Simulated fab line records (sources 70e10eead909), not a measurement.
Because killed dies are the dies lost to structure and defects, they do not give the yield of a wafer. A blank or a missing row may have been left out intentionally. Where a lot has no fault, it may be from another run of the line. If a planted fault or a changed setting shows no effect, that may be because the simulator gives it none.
fab line records -- flow nand_harc
record lots=5, wafers=15, last_day=33
route steps=1302 shown A_CHANNEL_HOLE_D1@481 A_CHANNEL_FILL_D1@490 A_DECK1_JOINT@518 END@1301
lots that met no fault: from a run of the same line without faults
start_h: hours from the record's opening day to when the first of the lot's shown wafers began -- wait_h: time in hours since the lot's previous step -- " the same as in the row above -- L1.1+2: one row covering several wafers at once -- - value missing, or start not given -- * or withheld: withheld -- < > ~ a bound
route shown NAME@n: NAME is a module with steps in the file, n the number in the route of the first one -- usual: mean/standard deviation taken from wafers without a fault -- same: alike in all rows -- chamber/n: place in a boat -- sites: the reading at each site -- _std_site: standard deviation of those values -- _edge_site: outer sites' mean less inner sites' -- radius_mm: how far each site lies from the wafer's centre -- mask NAME#n: copy n -- behind: the last tool/chamber to shape the wafer -- hold: what put the lot on hold/how long, in hours/how the hold closed -- device: names the non-switching transistor (n, p or np) -- end of line: the tests these same wafers got at the end of their route -- a step given without rows: its recipe and nothing more -- killed: at the first sort, the dies lost to defects and structure; wafer yield is something else -- map: a wafer's dies, marking killed ones x, the rest . and places with no die _
set.NAME: the setting that was run; set.NAME@STEP: the one run at that earlier step -- model.NAME: the simulator's own value behind a step, which no gauge read
certain route steps with their lots: each step a table, each wafer a row
services: when a tool's chamber went out of use (start_h, in hours from the record's first day, below 0 if earlier), for how many hours, and the reason
## steps
# step NHARC_A_CHANNEL_HOLE_D1_STRIP_42
# recipe cf4_flow_sccm=100, chf3_flow_sccm=30, ar_flow_sccm=0, bias_w=0, chemistry=CF4/CHF3
# step NHARC_A_CHANNEL_HOLE_D1_STRIP_43
# recipe o2_flow_sccm=400, cos_flow_sccm=20, ar_flow_sccm=0, bias_w=0, chemistry=O2/COS
# step NHARC_A_CHANNEL_HOLE_D1_ETCH_44
# recipe target_depth_a=1400, overetch_a=140, time_s=77, ion_energy_ev=100, cf4_flow_sccm=80, o2_flow_sccm=20, ar_flow_sccm=0, rf_w=300, bias_w=100, chemistry=CF4/O2
# step NHARC_A_CHANNEL_HOLE_D1_STRIP_27
# recipe o2_flow_sccm=500, ar_flow_sccm=0, bias_w=0, chemistry=O2
# step NHARC_A_CHANNEL_HOLE_D1_PRECLEAN_28
# recipe time_s=*, temp_c=50, bath_age_min=0, chemistry=SC1
# step NHARC_A_CHANNEL_HOLE_D1_SRD_29
# step NHARC_A_CHANNEL_HOLE_D1_XSEM_31
# recipe landing_energy_ev=35000
# step NHARC_A_CHANNEL_FILL_D1_PRECLEAN_00
# recipe time_s=*, temp_c=50, bath_age_min=0, chemistry=SC1
# step NHARC_A_CHANNEL_FILL_D1_SRD_01
# step NHARC_A_CHANNEL_FILL_D1_ALD_02
# recipe target_thk_a=60, pulse_time_s=10, ald_cycles=60, temp_c=300, material=SiO2
# step NHARC_A_CHANNEL_FILL_D1_ALD_03
# recipe target_thk_a=60, pulse_time_s=60, ald_cycles=58, temp_c=630, pressure_torr=2, material=SiNx
# usual ald_cycles=58/0, chamber_pressure_Torr=2.001/0.0042, precursor_pulse_height_rel=0.998/0.02
lot.wafer,tool,chamber,start_h,wait_h,ald_cycles,chamber_pressure_Torr,precursor_pulse_height_rel
L302.1,ald_sin_batch-02,0,237.00,-,58,2.010,1.019
L302.4,ald_sin_batch-02,0,237.00,-,58,1.997,1.030
L302.6,ald_sin_batch-02,0,237.00,-,58,2.001,0.986
L314.1,ald_sin_batch-01,-,360.30,-,-,-,-
L314.4,ald_sin_batch-01,-,360.30,-,-,-,-
L314.6,ald_sin_batch-01,-,360.30,-,-,-,-
L315.1,ald_sin_batch-02,-,367.81,-,-,-,-
L315.2,ald_sin_batch-02,-,367.81,-,-,-,-
L315.4,ald_sin_batch-02,-,367.81,-,-,-,-
L316.1,ald_sin_batch-02,-,373.89,-,-,-,-
L316.3,ald_sin_batch-02,-,373.89,-,-,-,-
L316.6,ald_sin_batch-02,-,373.89,-,-,-,-
L320.2,ald_sin_batch-01,0,420.03,-,58,2.001,0.988
L320.4,ald_sin_batch-01,0,420.03,-,58,1.999,0.998
L320.6,ald_sin_batch-01,0,420.03,-,58,2.000,1.017
# step NHARC_A_CHANNEL_FILL_D1_ALD_14
# recipe target_thk_a=25, pulse_time_s=10, ald_cycles=25, temp_c=300, material=SiO2
# step NHARC_A_CHANNEL_FILL_D1_ALD_15
# recipe target_thk_a=20, pulse_time_s=60, ald_cycles=19, temp_c=630, pressure_torr=2, material=SiNx
# step NHARC_A_CHANNEL_FILL_D1_ALD_16
# recipe target_thk_a=15, pulse_time_s=10, ald_cycles=15, temp_c=300, material=SiO2
# step NHARC_A_CHANNEL_FILL_D1_ANNEAL_17
# recipe temp_c=850, time_s=1800
# step NHARC_A_CHANNEL_FILL_D1_CVD_18
# recipe target_thk_a=30, temp_c=550, material=poly-Si
# step NHARC_A_CHANNEL_FILL_D1_ETCHBACK_19
# recipe target_depth_a=50, time_s=1.7, hbr_flow_sccm=150, cl2_flow_sccm=50, rf_w=400, icp_w=400, bias_w=100, chemistry=HBr/Cl2
# step NHARC_A_CHANNEL_FILL_D1_ETCHBACK_20
# recipe target_depth_a=270, time_s=13.5, c4f8_flow_sccm=withheld, o2_flow_sccm=8, ar_flow_sccm=withheld, rf_w=600, bias_w=1500, chemistry=C4F8/O2/Ar
# step NHARC_A_CHANNEL_FILL_D1_STRIP_28
# recipe time_s=20, o2_flow_sccm=500, ar_flow_sccm=0, bias_w=0, chemistry=O2
# step NHARC_A_CHANNEL_FILL_D1_PRECLEAN_21
# recipe time_s=30, chemistry=dHF
# step NHARC_A_CHANNEL_FILL_D1_SRD_23
# step NHARC_A_CHANNEL_FILL_D1_CVD_05
# recipe target_thk_a=50, temp_c=550, material=poly-Si
# step NHARC_A_CHANNEL_FILL_D1_ANNEAL_22
# recipe temp_c=620, time_s=7200
# step NHARC_A_CHANNEL_FILL_D1_ALD_25
# recipe target_thk_a=600, pulse_time_s=10, ald_cycles=600, temp_c=300, material=SiOx
# step NHARC_A_CHANNEL_FILL_D1_ETCHBACK_08
# recipe target_depth_a=2200, time_s=110, c4f8_flow_sccm=20, ar_flow_sccm=withheld, rf_w=600, bias_w=300, chemistry=C4F8
# step NHARC_A_CHANNEL_FILL_D1_STRIP_29
# recipe time_s=20, o2_flow_sccm=500, ar_flow_sccm=0, bias_w=0, chemistry=O2
# step NHARC_A_CHANNEL_FILL_D1_PRECLEAN_30
# recipe time_s=30, chemistry=dHF
# step NHARC_A_CHANNEL_FILL_D1_SRD_31
# step NHARC_A_CHANNEL_FILL_D1_CVD_09
# recipe target_thk_a=1500, temp_c=620, pressure_mtorr=200, time_s=3000, material=poly-Si
# step NHARC_A_CHANNEL_FILL_D1_CMP_10
# recipe target_thk_nm=150
# step NHARC_A_CHANNEL_FILL_D1_SRD_12
# step NHARC_A_DECK1_JOINT_ETCHBACK_07
# recipe target_depth_a=1050, time_s=26.9, hbr_flow_sccm=150, rf_w=350, icp_w=350, bias_w=60, chemistry=HBr
# step NHARC_A_DECK1_JOINT_ETCH_25
# recipe target_depth_a=5, chemistry=dHF, material=SiO2
# step NHARC_A_DECK1_JOINT_ETCH_19
# recipe temp_c=25, target_depth_a=30, chemistry=TMAH, material=poly-Si
# step NHARC_A_DECK1_JOINT_ETCH_18
# recipe target_depth_a=30, chemistry=dHF, material=SiO2
# step NHARC_A_DECK1_JOINT_WET_08
# recipe temp_c=160, time_s=86, chemistry=H3PO4
# step NHARC_END_WLT_00
# usual VT_DECK1_BOTTOM=0.871/0.0072, VT_DECK1_BOTTOM_INNER=0.871/0.0069, VT_DECK1_MEDIAN_NEAR_BOTTOM=0.873/0.0068, VT_DECK1_MEDIAN_NEAR_BOTTOM_INNER=0.872/0.0067, VT_DECK1_MIDDLE=0.884/0.0071, VT_DECK1_MIDDLE_INNER=0.884/0.0069, VT_DECK1_TOP=0.895/0.0067, VT_DECK1_TOP_INNER=0.895/0.0067, VT_DECK2_BOTTOM=0.871/0.007, VT_DECK2_BOTTOM_INNER=0.872/0.0065, VT_DECK2_MEDIAN_NEAR_BOTTOM=0.873/0.0066, VT_DECK2_MEDIAN_NEAR_BOTTOM_INNER=0.873/0.0066, VT_DECK2_MIDDLE=0.884/0.0068, VT_DECK2_MIDDLE_INNER=0.884/0.0069, VT_DECK2_TOP=0.896/0.0068, VT_DECK2_TOP_INNER=0.896/0.0068
lot.wafer,tool,chamber,start_h,wait_h,hold,VT_DECK1_BOTTOM,VT_DECK1_BOTTOM_INNER,VT_DECK1_MEDIAN_NEAR_BOTTOM,VT_DECK1_MEDIAN_NEAR_BOTTOM_INNER,VT_DECK1_MIDDLE,VT_DECK1_MIDDLE_INNER,VT_DECK1_TOP,VT_DECK1_TOP_INNER,VT_DECK2_BOTTOM,VT_DECK2_BOTTOM_INNER,VT_DECK2_MEDIAN_NEAR_BOTTOM,VT_DECK2_MEDIAN_NEAR_BOTTOM_INNER,VT_DECK2_MIDDLE,VT_DECK2_MIDDLE_INNER,VT_DECK2_TOP,VT_DECK2_TOP_INNER
L302.1,prober-01,-,615.95,0.0,-,0.863,0.864,0.861,0.868,0.877,0.887,0.891,0.892,0.875,0.872,0.874,0.876,0.892,0.893,0.899,0.897
L302.4,prober-01,-,617.43,1.5,-,0.862,0.871,0.866,0.860,0.877,0.871,0.884,0.888,0.870,0.872,0.872,0.872,0.889,0.886,0.891,0.896
L302.6,prober-01,-,617.43,1.5,-,0.860,0.870,0.862,0.863,0.888,0.884,0.893,0.893,0.870,0.868,0.876,0.876,0.887,0.889,0.897,0.896
L314.1,prober-02,-,733.52,0.1,await_dispo/0.2h/release,5.962,5.975,5.971,6.024,6.002,6.019,5.957,5.953,5.993,5.965,5.990,5.921,5.996,6.002,5.989,6.042
L314.4,prober-02,-,735.04,1.6,await_dispo/0.2h/release,6.038,5.996,5.985,5.975,5.990,6.007,5.988,5.978,6.002,6.035,6.028,6.002,5.988,6.008,5.972,6.033
L314.6,prober-02,-,736.05,2.6,await_dispo/0.2h/release,6.036,6.006,6.002,5.984,5.979,5.973,5.929,5.997,5.997,5.954,5.961,5.996,6.041,5.957,6.036,6.050
L314.1,prober-02,-,741.29,7.3,-,6.015,6.009,6.009,5.953,5.977,5.974,5.960,6.006,6.002,6.030,5.965,5.983,5.988,5.954,6.000,5.994
L314.4,prober-02,-,742.81,7.3,-,6.009,5.934,5.997,6.036,6.002,6.020,6.039,5.965,5.954,6.029,5.980,5.980,5.947,5.999,5.979,6.041
L314.6,prober-02,-,743.82,7.3,-,6.034,5.942,5.982,5.987,5.963,6.007,6.008,6.056,5.960,6.019,5.974,5.986,6.015,5.974,6.015,6.042
L315.1,prober-01,-,743.90,0.0,await_dispo/0.2h/release,5.976,6.017,5.996,6.003,6.042,6.024,5.953,6.008,5.979,6.013,6.008,5.943,5.973,6.001,5.988,5.993
L315.2,prober-01,-,743.90,0.0,await_dispo/0.2h/release,5.948,5.984,5.991,6.003,6.035,5.948,5.945,6.024,5.982,5.983,5.965,6.017,6.013,5.960,6.024,6.012
L315.4,prober-01,-,745.40,1.5,await_dispo/0.2h/release,5.977,5.995,5.991,5.965,5.972,5.981,6.006,5.959,5.975,6.064,5.978,6.022,5.968,5.942,5.963,5.994
L315.1,prober-01,-,751.59,7.2,-,6.054,6.005,5.995,6.011,5.992,5.972,5.963,5.978,6.037,5.986,5.950,5.992,6.020,6.024,6.008,5.977
L315.2,prober-01,-,751.59,7.2,-,6.003,5.988,5.962,6.002,5.989,6.039,6.008,6.003,5.989,6.013,6.034,5.965,6.085,6.030,5.930,5.999
L315.4,prober-01,-,753.09,7.2,-,5.954,5.977,6.022,5.996,5.971,6.000,5.951,5.981,6.007,6.025,6.016,5.958,6.042,6.022,5.995,5.974
L316.1,prober-01,-,751.59,3.9,await_dispo/0.2h/release,5.943,5.993,6.026,5.979,6.033,6.019,5.974,5.998,6.002,6.043,5.994,6.017,5.984,6.004,5.985,5.968
L316.3,prober-01,-,752.60,4.9,await_dispo/0.2h/release,5.991,5.993,6.014,6.010,6.035,5.985,5.982,6.025,6.002,5.950,6.009,6.063,5.971,5.996,6.046,5.992
L316.6,prober-01,-,754.13,6.4,await_dispo/0.2h/release,5.991,6.051,6.006,6.004,6.042,6.005,5.990,5.991,5.961,5.989,6.002,5.983,5.990,6.013,5.972,5.950
L316.1,prober-01,-,759.39,7.3,-,6.019,5.978,6.044,5.935,5.996,6.031,6.024,5.955,6.023,5.992,6.015,5.976,5.955,5.991,5.996,5.986
L316.3,prober-01,-,760.41,7.3,-,6.005,6.020,5.982,5.910,5.972,5.968,6.017,6.026,5.984,6.053,5.993,6.024,6.020,6.007,6.035,5.981
L316.6,prober-01,-,761.93,7.3,-,6.032,5.985,5.920,6.010,6.043,6.008,6.051,6.026,5.963,5.993,6.021,6.049,6.005,5.995,6.056,6.050
L320.2,prober-02,-,787.30,0.6,-,0.877,0.872,0.875,0.876,0.886,0.901,0.895,0.897,0.880,0.880,0.884,0.883,0.896,0.894,0.906,0.894
L320.4,prober-02,-,787.30,0.6,-,0.887,0.872,0.879,0.878,0.903,0.892,0.903,0.901,0.881,0.875,0.882,0.880,0.894,0.895,0.905,0.900
L320.6,prober-02,-,787.30,0.6,-,0.870,0.877,0.882,0.875,0.885,0.883,0.895,0.898,0.883,0.881,0.886,0.879,0.889,0.893,0.907,0.909
# step NHARC_END_SORT_01
# recipe temp_c=25
# usual defect_limited_yield=91.9/2.7, killed_at_array=50/18, killed_at_other=0.8/1.1, killed_at_periphery=4.1/2.9, killed_dies=55/18, killed_open=3.5/1.9, killed_short=2.4/1.5, sort_bin_2_pct=2.8/1.2, sort_bin_3_pct=0.6/0.37, sort_bin_4_pct=4.7/1.5, sort_n_pass=622/18, sort_rim_yield_pct=90/4.4, sort_yield_pct=91.9/2.7
# same gross_dies=677, sort_bin_5_pct[%]=0, sort_bin_6_pct[%]=0, sort_bin_7_pct[%]=0, sort_bin_8_pct[%]=0, sort_rim_n_gross=106.00
lot.wafer,tool,chamber,start_h,wait_h,defect_limited_yield[%],killed_at_array,killed_at_other,killed_at_periphery,killed_dies,killed_open,killed_short,sort_bin_2_pct[%],sort_bin_3_pct[%],sort_bin_4_pct[%],sort_n_pass,sort_rim_yield_pct[%],sort_yield_pct[%]
L302.1,prober-01,0,618.92,2.5,95.3,23,1,8,32,2,7,1.0,0.4,3.2,645,97,95.3
L302.4,prober-01,0,621.31,3.4,95.9,22,1,5,28,5,3,1.0,0.1,3.0,649,96,95.9
L302.6,prober-01,0,622.91,4.0,95.4,25,0,6,31,11,3,0.9,0.3,3.4,646,94,95.4
L320.2,prober-02,0,790.54,2.8,93.6,39,1,3,43,5,1,1.8,0,4.6,634,93,93.6
L320.4,prober-02,0,792.13,3.4,95.6,27,0,3,30,5,0,1.9,0,2.5,647,97,95.6
L320.6,prober-02,0,793.71,4.0,96.0,24,0,3,27,1,2,1.3,0.1,2.5,650,97,96.0
# killed by level:class
L302.1 A_CHANNEL_HOLE_D2:chamber_film_flake=10 P_GATE:chamber_film_flake=4 A_CHANNEL_FILL_D1:geometric_particle:short=2 A_DECK1_JOINT:geometric_particle:short=2 A_CHANNEL_HOLE_D1:chamber_film_flake=2 A_STAIRCASE:chamber_film_flake=2 P_GATE:geometric_particle:short=1 A_ONON_D2:geometric_particle:short=1
L302.4 A_CHANNEL_HOLE_D2:chamber_film_flake=4 A_STAIRCASE:chamber_film_flake=4 A_DECK1_JOINT:chamber_film_flake=3 A_CHANNEL_FILL_D2:geometric_particle:short=2 P_GATE:chamber_film_flake=2 A_CHANNEL_HOLE_D1:chamber_film_flake=2 P_GATE:geometric_particle:open=1 P_CONTACT:geometric_particle:open=1
L302.6 A_CHANNEL_HOLE_D2:chamber_film_flake=8 P_M0:geometric_particle:open=2 A_M0:geometric_particle:open=2 A_CHANNEL_HOLE_D1:chamber_film_flake=2 A_CHANNEL_FILL_D1:chamber_film_flake=2 A_STAIRCASE:chamber_film_flake=2 P_GATE:geometric_particle:open=1 P_M0:geometric_particle:short=1
L320.2 A_CONTACT:chamber_film_flake=13 A_SLIT:chamber_film_flake=11 A_STAIRCASE:chamber_film_flake=8 P_CONTACT:geometric_particle:open=1 P_M0:geometric_particle:short=1 A_ONON_D1:geometric_particle:open=1 A_CHANNEL_HOLE_D2:geometric_particle:open=1 A_WL_FILL:geometric_particle:open=1
L320.4 A_CONTACT:chamber_film_flake=9 A_STAIRCASE:chamber_film_flake=6 A_SLIT:chamber_film_flake=3 A_DECK1_JOINT:geometric_particle:open=2 A_CHANNEL_HOLE_D1:chamber_film_flake=2 P_CONTACT:geometric_particle:open=1 A_CHANNEL_HOLE_D2:geometric_particle:open=1 A_M1:geometric_particle:open=1
L320.6 A_CONTACT:chamber_film_flake=6 A_SLIT:chamber_film_flake=6 A_STAIRCASE:chamber_film_flake=3 A_BONDPAD:chamber_film_flake=3 P_STI:chamber_film_flake=2 A_M0:chamber_film_flake=2 P_M2:geometric_particle:short=1 A_ONON_D2:geometric_particle:short=1
## services
tool,chamber,start_h,hours,kind
ald_sin_batch-02,-,266.00,26.0,pm
## key
first_sign step=NHARC_A_CHANNEL_FILL_D1_ALD_03, reading=tool_record, direction=missing
effect step=NHARC_END_WLT_00, reading=VT_DECK2_BOTTOM_INNER, direction=up, sigmas=99+, usual=0.872, struck=5.999
met_at NHARC_A_CHANNEL_FILL_D1_ALD_03
struck_wafers L314.1,L314.4,L314.6,L315.1,L315.2,L315.4,L316.1,L316.3,L316.6
tester_left_out L314,L315,L316
onset_between 237.00 360.30
fault kind=skipped_step_whole, tool=ald_sin_batch-01,ald_sin_batch-02, chamber=-, onset_h=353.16, steps=NHARC_A_CHANNEL_FILL_D1_ALD_03, scope=struck_lots_only
# tester_left_out: of these lots the tester's yield and bins aren't shown, on N5 and GAA mostly nor the transistor test; their killed dies are dies lost to structure and defects alone, not to doping, threshold or leakage, so they don't give the yield
